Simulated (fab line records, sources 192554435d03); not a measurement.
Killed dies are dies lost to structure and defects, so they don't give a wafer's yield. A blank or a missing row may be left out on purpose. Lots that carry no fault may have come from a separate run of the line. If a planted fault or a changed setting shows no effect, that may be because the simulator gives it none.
Lot-split experiment :: flow n5_finfet :: 21 wafers read from 7 lots, route of 1938 steps

== THE SPLIT ITSELF ==
At N5_BEOL_M0_DEP_125 (deposits SiCN from 3MS/NH3, target thk 8 nm, time 14 s), the setting time_s was moved away from the recipe's 14 s on 7 of the 21 wafers read, by -6.4% to +14.0%. All remaining wafers had this setting at the recipe value.

The reading comes from the split's own step.

== THE READING ==
SiCN_of_BEOL_M0_DEP_125.thk_nm (the simulator's own value, which no gauge read), in nm, at N5_BEOL_M0_DEP_125 (deposits SiCN from 3MS/NH3, target thk 8 nm, time 14 s). There is no usual value for it anywhere in the file. Here, 14 wafers ran the recipe; their average is 8.0 nm with a standard deviation of 0.2 nm.

wafer: L074.2
tool, chamber at the split: pecvd-01, 0
time_s as run, s: 14
against the recipe: recipe
SiCN_of_BEOL_M0_DEP_125.thk_nm, nm: 7.8
against lot-mates on the recipe: -

wafer: L074.4
tool, chamber at the split: pecvd-01, 0
time_s as run, s: 14
against the recipe: recipe
SiCN_of_BEOL_M0_DEP_125.thk_nm, nm: 7.8
against lot-mates on the recipe: -

wafer: L074.6
tool, chamber at the split: pecvd-01, 2
time_s as run, s: 14
against the recipe: recipe
SiCN_of_BEOL_M0_DEP_125.thk_nm, nm: 7.6
against lot-mates on the recipe: -

wafer: L075.2
tool, chamber at the split: pecvd-03, 0,1
time_s as run, s: 14
against the recipe: recipe
SiCN_of_BEOL_M0_DEP_125.thk_nm, nm: 8.2
against lot-mates on the recipe: -

wafer: L075.6
tool, chamber at the split: pecvd-03, 0,1
time_s as run, s: 14
against the recipe: recipe
SiCN_of_BEOL_M0_DEP_125.thk_nm, nm: 8.2
against lot-mates on the recipe: -

wafer: L075.4
tool, chamber at the split: pecvd-03, 2
time_s as run, s: 14
against the recipe: recipe
SiCN_of_BEOL_M0_DEP_125.thk_nm, nm: 8
against lot-mates on the recipe: -

wafer: L082.3
tool, chamber at the split: pecvd-04, 2
time_s as run, s: 13.1
against the recipe: -6.4%
SiCN_of_BEOL_M0_DEP_125.thk_nm, nm: 7.4
against lot-mates on the recipe: -0.4

wafer: L082.4
tool, chamber at the split: pecvd-04, 2
time_s as run, s: 14
against the recipe: recipe
SiCN_of_BEOL_M0_DEP_125.thk_nm, nm: 7.8
against lot-mates on the recipe: -

wafer: L082.6
tool, chamber at the split: pecvd-04, 0
time_s as run, s: 13.1
against the recipe: -6.4%
SiCN_of_BEOL_M0_DEP_125.thk_nm, nm: 7.6
against lot-mates on the recipe: -0.2

wafer: L084.3
tool, chamber at the split: pecvd-04, 1
time_s as run, s: 15.96
against the recipe: +14.0%
SiCN_of_BEOL_M0_DEP_125.thk_nm, nm: 9.4
against lot-mates on the recipe: +1.2

wafer: L084.4
tool, chamber at the split: pecvd-04, 2
time_s as run, s: 14
against the recipe: recipe
SiCN_of_BEOL_M0_DEP_125.thk_nm, nm: 8.2
against lot-mates on the recipe: -

wafer: L084.6
tool, chamber at the split: pecvd-04, 1
time_s as run, s: 15.96
against the recipe: +14.0%
SiCN_of_BEOL_M0_DEP_125.thk_nm, nm: 9.2
against lot-mates on the recipe: +1.0

wafer: L086.1
tool, chamber at the split: pecvd-03, 0,1
time_s as run, s: 14
against the recipe: recipe
SiCN_of_BEOL_M0_DEP_125.thk_nm, nm: 7.8
against lot-mates on the recipe: -

wafer: L086.2
tool, chamber at the split: pecvd-03, 0,1
time_s as run, s: 14
against the recipe: recipe
SiCN_of_BEOL_M0_DEP_125.thk_nm, nm: 7.8
against lot-mates on the recipe: -

wafer: L086.6
tool, chamber at the split: pecvd-03, 2
time_s as run, s: 14
against the recipe: recipe
SiCN_of_BEOL_M0_DEP_125.thk_nm, nm: 8
against lot-mates on the recipe: -

wafer: L093.1
tool, chamber at the split: pecvd-04, 2
time_s as run, s: 15.61
against the recipe: +11.5%
SiCN_of_BEOL_M0_DEP_125.thk_nm, nm: 9
against lot-mates on the recipe: +0.8

wafer: L093.2
tool, chamber at the split: pecvd-04, 0
time_s as run, s: 14
against the recipe: recipe
SiCN_of_BEOL_M0_DEP_125.thk_nm, nm: 8.2
against lot-mates on the recipe: -

wafer: L093.4
tool, chamber at the split: pecvd-04, 0
time_s as run, s: 14
against the recipe: recipe
SiCN_of_BEOL_M0_DEP_125.thk_nm, nm: 8.2
against lot-mates on the recipe: -

wafer: L095.1
tool, chamber at the split: pecvd-03, 1
time_s as run, s: 15.91
against the recipe: +13.6%
SiCN_of_BEOL_M0_DEP_125.thk_nm, nm: 9
against lot-mates on the recipe: +1.0

wafer: L095.6
tool, chamber at the split: pecvd-03, 1
time_s as run, s: 15.91
against the recipe: +13.6%
SiCN_of_BEOL_M0_DEP_125.thk_nm, nm: 9
against lot-mates on the recipe: +1.0

wafer: L095.4
tool, chamber at the split: pecvd-03, 0
time_s as run, s: 14
against the recipe: recipe
SiCN_of_BEOL_M0_DEP_125.thk_nm, nm: 8
against lot-mates on the recipe: -
Rows listing several chambers each stand for several wafers; the file does not say which wafer went through which chamber.

THE FIT
A straight line over all 21 wafers: SiCN_of_BEOL_M0_DEP_125.thk_nm changes by +0.0843 nm for each +1% of time_s; r = +0.95; the points scatter about the line by 0.19 nm.
The same after taking each lot's own level away (the mean of its wafers on the recipe; 21 wafers): +0.0712 nm for each +1%; r = +0.98; scatter 0.097 nm.
The reading moves by 1 nm for the largest change in time_s, on that fit.
Measured against the standard deviation above, the lots' own levels, which go from 7.73 to 8.20 nm, span 2.4 times it.
Hence the slope depends on the lot-to-lot level, as the two fits are not the same.
Check: +0.978 nm against its lot-mates is what the line predicts for one of the wafers moved furthest among these (+14.0%) when that wafer is left out of the fit. Against them it came out at +1.2 nm.

== THESE WAFERS: OTHER SPLITS ==
These wafers also went through other splits before the reading. Each is held against what the fit with the lots' levels taken away leaves over:
other split on the same wafers: N5_MOL_CONTACT_COAG_COAT_34 spin_rpm
wafers away from the commonest value: 6
r with SiCN_of_BEOL_M0_DEP_125.thk_nm (lot level and that fit taken away): +0.03

other split on the same wafers: N5_MOL_CONTACT_COAG_VIA_ETCH_117 bias_w
wafers away from the commonest value: 8
r with SiCN_of_BEOL_M0_DEP_125.thk_nm (lot level and that fit taken away): +0.37

other split on the same wafers: N5_MOL_CONTACT_COAG_CVD_140 target_thk_a
wafers away from the commonest value: 7
r with SiCN_of_BEOL_M0_DEP_125.thk_nm (lot level and that fit taken away): +0.02

other split on the same wafers: N5_BEOL_M0_TRENCH_ETCH_107 target_depth_a
wafers away from the commonest value: 5
r with SiCN_of_BEOL_M0_DEP_125.thk_nm (lot level and that fit taken away): -0.11

other split on the same wafers: N5_BEOL_M0_ETCH_109 bias_w
wafers away from the commonest value: 4
r with SiCN_of_BEOL_M0_DEP_125.thk_nm (lot level and that fit taken away): -0.26

== FILE'S OWN FIT ==
SiCN_of_BEOL_M0_DEP_125.thk_nm changes by +0.0723 nm for each +1% of time_s, r = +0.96.
